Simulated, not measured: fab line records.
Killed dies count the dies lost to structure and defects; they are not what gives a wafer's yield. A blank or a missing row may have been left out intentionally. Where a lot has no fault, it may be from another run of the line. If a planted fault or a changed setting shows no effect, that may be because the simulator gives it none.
Matching of chambers	flow n5Finfet	pecvd-03 running N5_BEOL_M4_DEP_57: 3 sister chambers
The step deposits SiCN from 3MS/NH3, target thk 8 nm, time 14 s. 20 wafers are shown with their chamber, then 10 later ones without.

EACH WAFER AND ITS CHAMBER
wafer	chamber	showerheadPlenumPTorr (Torr)	throttleValvePct (%)
L074.3	0	3.655	9.2
L074.4	1	3.686	8.5
L074.5	0	3.662	9.2
L075.2	1	3.676	8.8
L075.5	2	3.680	8.9
L075.6	1	3.690	8.6
L079.4	1	3.685	8.6
L079.5	2	3.677	8.7
L079.6	0	3.653	9.1
L081.2	0	3.659	9.2
L081.3	1	3.684	8.7
L081.5	1	3.682	8.7
L084.1	1	3.684	8.6
L084.5	0	3.654	9.2
L084.6	1	3.686	8.4
L085.3	2	3.675	8.3
L085.4	2	3.671	8.2
L085.5	1	3.690	8.5
L086.2	1	3.682	8.6
L086.3	2	3.659	8.4

SIGNATURES (means of the wafers above)
reading	chamber 0	chamber 1	chamber 2	scatter within a chamber
showerheadPlenumPTorr	3.65660	3.68450	3.67240	0.00529
throttleValvePct	9.180	8.600	8.500	0.166
Rule: a wafer lies at a distance from a chamber equal to the root of the sum of squares, over the readings, of (its reading less the chamber's mean, divided by the reading's scatter). If the next closest chamber is less than 2 further off than the closest, the wafer can't be placed; otherwise it belongs to the closest. The scatter is the square root of a quotient: the sum, over the shown wafers, of each reading's squared deviation from its chamber's mean, divided by wafers minus chambers.

WAFERS WHOSE CHAMBER IS MISSING
wafer	showerheadPlenumPTorr (Torr)	throttleValvePct (%)
L086.5	3.656	9.0
L089.1	3.657	9.1
L089.3	3.685	8.5
L089.6	3.659	9.1
L091.1	3.677	8.6
L091.3	3.657	9.0
L091.4	3.659	9.4
L097.1	3.678	8.5
L097.2	3.683	8.8
L097.5	3.654	9.3

EACH ONE'S CHAMBER
wafer	from the rows above	in truth
L086.5	0	0
L089.1	0	0
L089.3	can't be placed: 1 or 2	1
L089.6	0	0
L091.1	can't be placed: 2 or 1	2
L091.3	0	0
L091.4	0	0
L097.1	can't be placed: 2 or 1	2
L097.2	can't be placed: 1 or 2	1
L097.5	0	0
Placed correctly: 6 of 10. Not placeable from these rows: 4 (in 4, the candidates include the true chamber). Number placed wrongly: 0.
